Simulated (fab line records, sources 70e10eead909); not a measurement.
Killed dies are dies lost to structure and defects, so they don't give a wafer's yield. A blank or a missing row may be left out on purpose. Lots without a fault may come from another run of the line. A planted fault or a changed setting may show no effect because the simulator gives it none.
A struck lot beside a sound one | flow nand_harc | 40 steps out of a route of 1159
Sound: wafers L844.1, L844.2, L844.6. Struck: wafers L853.2, L853.4, L853.6. The cause comes at the end.
At each step with rows: each side's tool, then ch and its chambers, then its first start. Under that, the readings that differ: sound wafers | struck wafers | difference of the means | sigmas: that difference in standard deviations of wafers without a fault.
alike: readings whose means differ by less than 2 such deviations, and words and numbers that are the same on both sides. not compared: withheld readings, readings that some wafer has no value for, bounds like >300 that may hide the same value, and numbers for which the record gives no deviation and whose values overlap.
The two part at a step that has a row with sigmas, a row that says differs or no value, or rows on one side only. Numbers that don't overlap but have no deviation are shown without sigmas and don't part them. A reading that every wafer of one side lacks parts them only if that side has two wafers or more.

first, 1 step without rows for these wafers: NHARC_A_STAIRCASE_TRIM_220 (chemistry O2, time 211.2 s).
NHARC_A_STAIRCASE_ETCH_221: etches the open film in C4F8/O2, target depth 100 nm, time 40.5 s.
  sound on rie_diel-08 ch 0,1,3; struck on rie_diel-08 ch 0,1,3
  alike: oes_product_au, rf_vpp_V
  not compared: rf_hours_counter_h
then, 1 step without rows for these wafers: NHARC_A_STAIRCASE_TRIM_222 (chemistry O2, time 211.2 s).
NHARC_A_STAIRCASE_ETCH_223: etches the open film in C4F8/O2, target depth 100 nm, time 40.5 s.
  sound on rie_diel-08 ch 1,2,3; struck on rie_diel-08 ch 0,1,2
  alike: oes_product_au, rf_vpp_V
  not compared: rf_hours_counter_h
then, 5 steps without rows for these wafers: NHARC_A_STAIRCASE_TRIM_224 (chemistry O2, time 211.2 s); NHARC_A_STAIRCASE_ETCH_225 (etches the open film in C4F8/O2, target depth 100 nm, time 40.5 s); NHARC_A_STAIRCASE_TRIM_226 (chemistry O2, time 211.2 s); NHARC_A_STAIRCASE_ETCH_227 (etches the open film in C4F8/O2, target depth 100 nm, time 40.5 s); NHARC_A_STAIRCASE_TRIM_229 (chemistry O2, time 211.2 s).
NHARC_A_STAIRCASE_ETCH_230: etches the open film in C4F8/O2, target depth 100 nm, time 40.5 s.
  sound on rie_diel-08 ch 0,2; struck on rie_diel-13 ch 0,2,3
  alike: oes_product_au, rf_vpp_V
  not compared: rf_hours_counter_h
then, 1 step without rows for these wafers: NHARC_A_STAIRCASE_TRIM_231 (chemistry O2, time 211.2 s).
NHARC_A_STAIRCASE_ETCH_232: etches the open film in C4F8/O2, target depth 100 nm, time 40.5 s.
  sound on rie_diel-08 ch 0,1,2, day 12 05:16; struck on rie_diel-13 ch 1,2,3, day 14 19:34
  alike: oes_product_au, rf_vpp_V
  not compared: rf_hours_counter_h
then, 1 step without rows for these wafers: NHARC_A_STAIRCASE_TRIM_233 (chemistry O2, time 211.2 s).
NHARC_A_STAIRCASE_ETCH_234: etches the open film in C4F8/O2, target depth 100 nm, time 40.5 s.
  sound on rie_diel-08 ch 0,2; struck on rie_diel-13 ch 2,3
  reading               | sound             | struck            | difference | sigmas
  oes_product_au (a.u.) | 0.941 0.926 0.931 | 0.962 0.966 0.964 | +0.031     | +2
  alike: rf_vpp_V
  not compared: rf_hours_counter_h
then, 17 steps without rows for these wafers: NHARC_A_STAIRCASE_TRIM_235 (chemistry O2, time 211.2 s); NHARC_A_STAIRCASE_ETCH_236 (etches the open film in C4F8/O2, target depth 100 nm, time 40.5 s); NHARC_A_STAIRCASE_STRIP_238 (strips in O2); NHARC_A_STAIRCASE_STRIP_239 (strips in SPM, time 900 s); NHARC_A_STAIRCASE_PRECLEAN_240 (cleans in SC1); NHARC_A_STAIRCASE_SRD_241; NHARC_A_STAIRCASE_DEHYDRATE_242 (time 120 s); NHARC_A_STAIRCASE_HMDS_243 (time 30 s); NHARC_A_STAIRCASE_COAT_244; NHARC_A_STAIRCASE_SOFTBAKE_245 (time 170 s); NHARC_A_STAIRCASE_EBR_246; NHARC_A_STAIRCASE_EXPOSE_247 (exposes mask SDS 1); NHARC_A_STAIRCASE_PEB_248 (peb time 130 s); NHARC_A_STAIRCASE_DEVELOP_249 (time 140 s); NHARC_A_STAIRCASE_HARDBAKE_251 (time 140 s); NHARC_A_STAIRCASE_DESCUM_252 (chemistry O2, time 3 s); NHARC_A_STAIRCASE_ETCH_253 (etches the open film in C4F8/O2, target depth 50 nm, time 20.2 s).
NHARC_A_STAIRCASE_STRIP_254: strips in O2.
  sound on plasma_asher-01 ch 0,1, day 12 08:20; struck on plasma_asher-02 ch 0, day 14 22:00
  reading             | sound    | struck | difference                    | sigmas
  rf_refl_power_W (W) | 29 18 29 | - - -  | no value on the struck wafers |
  alike: drypump_motor_current_A, heater_power_w
  not compared: rf_hours_counter_h
then, 7 steps without rows for these wafers: NHARC_A_STAIRCASE_STRIP_255 (strips in SPM, time 900 s); NHARC_A_STAIRCASE_PRECLEAN_256 (cleans in SC1); NHARC_A_STAIRCASE_SRD_257; NHARC_A_STAIRCASE_HM_DEP_456 (deposits aC, target thk 1500 nm); NHARC_A_STAIRCASE_DEP_259 (deposits SiON, target thk 30 nm); NHARC_A_STAIRCASE_DEHYDRATE_281 (time 120 s); NHARC_A_STAIRCASE_HMDS_282 (time 30 s).
-- the record jumps here: 8 days lie between the struck wafers' starts before and after (it left off in module A_STAIRCASE and takes up again in module END, whose first step shown is number 1159 of the route) --
NHARC_END_SORT_01:
  the record has rows for the struck wafers here (prober-02 ch 0, day 22 16:19) and none for the sound ones

WHERE THEY PART
First at NHARC_A_STAIRCASE_ETCH_234; last, within this record, at NHARC_END_SORT_01.

WHY: what the simulator had put in
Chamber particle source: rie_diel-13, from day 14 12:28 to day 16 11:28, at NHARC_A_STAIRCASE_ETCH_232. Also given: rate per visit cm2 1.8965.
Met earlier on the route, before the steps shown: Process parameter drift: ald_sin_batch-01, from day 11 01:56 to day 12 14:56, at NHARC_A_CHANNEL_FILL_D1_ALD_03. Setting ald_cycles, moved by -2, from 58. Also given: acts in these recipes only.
